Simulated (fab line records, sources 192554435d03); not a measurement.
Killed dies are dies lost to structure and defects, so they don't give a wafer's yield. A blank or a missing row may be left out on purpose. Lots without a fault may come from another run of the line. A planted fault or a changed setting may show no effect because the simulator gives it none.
Which tool did it? | flow n5_finfet | 8 lots, 24 wafers sampled, at 4 steps of a route of 1938

WHAT THE GAUGES READ, wafer by wafer
N5_ZERO_LAYER_INSPECT_20: inspects for defects (darkfield).
lot  | measured    | on                | raw_defect_count
L453 | day 1 13:16 | defect_inspect-01 | 19 24 26
L455 | day 2 01:26 | defect_inspect-01 | 61 30 28
L462 | day 3 19:23 | defect_inspect-01 | 788 783 69
L468 | day 5 07:23 | defect_inspect-01 | 48 33 30
L469 | day 5 13:23 | defect_inspect-01 | 25 20 19
L471 | day 6 02:01 | defect_inspect-01 | 31 12 35
L475 | day 7 01:15 | defect_inspect-02 | 31 22 58
L476 | day 7 07:15 | defect_inspect-01 | 19 40 32

WHICH TOOL RAN EACH LOT (tool, then ch and the chambers of the sampled wafers, then the start)
lot  | N5_ZERO_LAYER_PECVD_02         | N5_ZERO_LAYER_DESCUM_16           | N5_ZERO_LAYER_STRIP_24
L453 | pecvd-03 ch 0,1,2, day 1 12:17 | rie_diel-03 ch 0,1,3, day 1 12:41 | plasma_asher-02 ch 0,1, day 1 12:54
L455 | pecvd-02 ch 1,2, day 2 00:28   | rie_diel-04 ch 0,1,2, day 2 00:52 | plasma_asher-01 ch 0,1, day 2 01:06
L462 | pecvd-02 ch 0,1,2, day 3 18:19 | rie_diel-04 ch 0,3, day 3 18:48   | plasma_asher-02 ch 0,1, day 3 19:02
L468 | pecvd-03 ch 0,1,2, day 5 06:19 | rie_diel-03 ch 0,3, day 5 06:48   | plasma_asher-01 ch 0,1, day 5 07:03
L469 | pecvd-01 ch 1,2, day 5 12:17   | rie_diel-04 ch 0,1,2, day 5 12:49 | plasma_asher-01 ch 0, day 5 13:02
L471 | pecvd-01 ch 1,2, day 6 00:17   | rie_diel-03 ch 0,1,2, day 6 01:10 | plasma_asher-01 ch 0,1, day 6 01:24
L475 | pecvd-02 ch 0,1,2, day 7 00:17 | rie_diel-02 ch 0,1,2, day 7 00:41 | plasma_asher-02 ch 0,1, day 7 00:53
L476 | pecvd-03 ch 0,1,2, day 7 06:17 | rie_diel-02 ch 2,3, day 7 06:41   | plasma_asher-02 ch 0,1, day 7 06:53
- N5_ZERO_LAYER_PECVD_02: deposits SiO2 from SiH4/N2O, target thk 10 nm, time 6 s.
- N5_ZERO_LAYER_DESCUM_16: chemistry O2, time 7.9 s.
- N5_ZERO_LAYER_STRIP_24: strips in O2.

THE ANSWER, worked out from the rows above alone
Rule: what is usual is taken from the lots themselves. Put in order of their means at a reading, lots are off if they are a third of the lots or fewer, leave a main group of 4 or more, and stand apart from it by a gap of 3 or more times the standard deviation of the main group's means; of several such gaps the widest counts. A main group whose means are all the same, to the digits that the tables above print for the reading, isn't used. A lot without any number at a reading at which 4 lots or more have one is off too. The other lots that the step has rows for count as sound.
Off: L462, at N5_ZERO_LAYER_INSPECT_20 (raw_defect_count). The main group: mean 31, standard deviation 6.9.
A tool fits if, at a process step before that reading, it ran every lot that is off, and no sound lot after the first of them. The gauges at N5_ZERO_LAYER_INSPECT_20 are tried like those tools. None of those tried fits.

WHAT THE SIMULATOR HAD PUT IN
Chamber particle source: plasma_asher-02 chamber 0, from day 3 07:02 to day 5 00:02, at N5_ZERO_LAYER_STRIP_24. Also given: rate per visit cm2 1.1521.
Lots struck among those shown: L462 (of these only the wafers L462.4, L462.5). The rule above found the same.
